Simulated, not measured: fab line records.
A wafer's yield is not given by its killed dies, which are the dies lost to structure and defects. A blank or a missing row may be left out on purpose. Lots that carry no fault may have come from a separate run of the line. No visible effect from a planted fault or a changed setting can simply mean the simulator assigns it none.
Matching of chambers | flow nandHarc | NHARC_P_M0_DEP_32 on pecvd-04 has 3 sister chambers
The step deposits SiCN, target thk 30 nm. 3 wafers are shown with their chamber, then 9 later ones without.

== EACH WAFER AND ITS CHAMBER ==
wafer  | chamber | heaterPowerW (W)
L869.2 | 1       | 542
L870.1 | 0       | 593
L870.6 | 2       | 584

== WAFERS WHOSE CHAMBER IS MISSING ==
wafer  | heaterPowerW (W)
L874.1 | 484
L874.4 | 473
L874.6 | 478
L873.4 | 509
L873.5 | 543
L873.6 | 618
L876.3 | 563
L876.5 | 585
L876.6 | 560

== EACH ONE'S CHAMBER ==
wafer  | from the rows above          | in truth
L874.1 | can't be placed: 1 or 2 or 0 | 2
L874.4 | can't be placed: 1 or 2 or 0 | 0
L874.6 | can't be placed: 1 or 2 or 0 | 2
L873.4 | can't be placed: 1 or 2 or 0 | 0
L873.5 | can't be placed: 1 or 2 or 0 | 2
L873.6 | can't be placed: 0 or 2 or 1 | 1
L876.3 | can't be placed: 1 or 2 or 0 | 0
L876.5 | can't be placed: 2 or 0 or 1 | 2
L876.6 | can't be placed: 1 or 2 or 0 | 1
Placed correctly: 0 of 9. Unplaceable from these rows: 9, with the true chamber sitting among the candidates in 9. 0 placed wrongly.
How it was worked out, from the rows above alone: a wafer's distance from a chamber is the root of the sum, over the readings, of the square of ((its reading less the chamber's mean) divided by the reading's scatter). If the next closest chamber is less than 2 further off than the closest, the wafer can't be placed; otherwise it belongs to the closest. Each chamber's mean is taken over the wafers shown for it. The scatter: root of mean squared gap, hidden wafer to nearest shown wafer, with one shown wafer a chamber.
